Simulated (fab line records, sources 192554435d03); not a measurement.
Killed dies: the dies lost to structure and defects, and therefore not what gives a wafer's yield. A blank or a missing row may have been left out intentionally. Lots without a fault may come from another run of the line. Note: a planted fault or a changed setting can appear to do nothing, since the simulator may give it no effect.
Chamber matching    flow n5_finfet    4 sister chambers for N5_SPACER0_ALD_07 on ald_sin-02
The step deposits SiNx, target thk 2 nm. 14 wafers are shown with their chamber, then 7 later ones without.

## EACH WAFER AND ITS CHAMBER
wafer   chamber  heater_power_w (W)  chamber_pressure_Torr (Torr)
L075.3  1        653                 2.000
L075.4  2        856                 2.002
L075.6  2        862                 1.999
L077.1  3        909                 2.000
L077.2  0        833                 1.996
L077.3  1        661                 2.003
L084.1  3        853                 2.000
L084.3  1        685                 1.998
L084.5  0        899                 2.002
L085.1  1        682                 2.003
L085.3  2        839                 2.003
L085.4  0        897                 1.992
L088.2  0        918                 2.004
L088.5  1        693                 1.993

SIGNATURES, as means of the wafers listed above
reading                chamber 0  chamber 1  chamber 2  chamber 3  scatter within a chamber
heater_power_w         886.75     674.80     852.33     881.00     26.7
chamber_pressure_Torr  1.99850    1.99940    2.00133    2.00000    0.00411
Rule: a wafer's distance from a chamber is the root of the sum, over the readings, of the square of ((its reading less the chamber's mean) divided by the reading's scatter). The wafer belongs to the nearest chamber; if the next one is less than 2 further off, it can't be placed. The scatter: the root of (the sum of the squares of (reading less its chamber's mean) over the shown wafers, divided by (wafers less chambers)).

## WAFERS MISSING THEIR CHAMBER
wafer   heater_power_w (W)  chamber_pressure_Torr (Torr)
L088.6  838                 2.003
L091.2  842                 2.003
L091.5  893                 2.001
L091.6  841                 1.998
L096.3  847                 2.002
L096.4  859                 2.010
L096.6  898                 2.004

## WHICH CHAMBER EACH WENT THROUGH
wafer   from the rows above           in truth
L088.6  can't be placed: 2 or 3 or 0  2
L091.2  can't be placed: 2 or 3 or 0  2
L091.5  can't be placed: 3 or 0 or 2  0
L091.6  can't be placed: 2 or 3 or 0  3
L096.3  can't be placed: 2 or 3 or 0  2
L096.4  can't be placed: 2 or 3 or 0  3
L096.6  can't be placed: 3 or 0 or 2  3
Placed correctly: 0 of 7. These rows do not allow placing 7 (true chamber among the candidates in 7). Placed wrongly: 0.
